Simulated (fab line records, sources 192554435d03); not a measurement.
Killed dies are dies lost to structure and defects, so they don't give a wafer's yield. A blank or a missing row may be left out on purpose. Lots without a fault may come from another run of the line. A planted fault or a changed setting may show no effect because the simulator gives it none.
Chamber matching | flow n5_finfet | N5_BEOL_M0_SAQP_ETCH_84 on rie_diel-02: 4 sister chambers
The step etches SOC in N2/H2, target depth 100 nm, overetch 20 nm, time 150 s. 4 wafers are shown with their chamber, then 10 later ones without.

WAFERS WITH THEIR CHAMBER
wafer  | chamber | showerhead_plenum_p_Torr (Torr)
L080.2 | 3       | 2.42
L083.6 | 1       | 2.50
L089.4 | 2       | 2.55
L089.5 | 0       | 2.62

WAFERS WITHOUT THEIR CHAMBER
wafer  | showerhead_plenum_p_Torr (Torr)
L089.6 | 2.41
L092.2 | 2.54
L092.3 | 2.62
L092.6 | 2.41
L093.2 | 2.62
L093.3 | 2.49
L093.5 | 2.62
L096.1 | 2.40
L096.2 | 2.49
L096.5 | 2.49

WHICH CHAMBER EACH WENT THROUGH
wafer  | from the rows above | in truth
L089.6 | 3                   | 3
L092.2 | 2                   | 2
L092.3 | 0                   | 0
L092.6 | 3                   | 3
L093.2 | 0                   | 0
L093.3 | 1                   | 1
L093.5 | 0                   | 0
L096.1 | 3                   | 3
L096.2 | 1                   | 1
L096.5 | 1                   | 1
Placed correctly: 10 of 10. Can't be placed from these rows: 0. Placed wrongly: 0.
How it was worked out, from the rows above alone: a wafer's distance from a chamber is the root of the sum, over the readings, of the square of ((its reading less the chamber's mean) divided by the reading's scatter). The wafer belongs to the nearest chamber; if the next one is less than 2 further off, it can't be placed. A chamber's mean is the mean of its shown wafers. The scatter: with one shown wafer a chamber, the root of the mean of the squares of how far each hidden wafer lies from its nearest shown one.
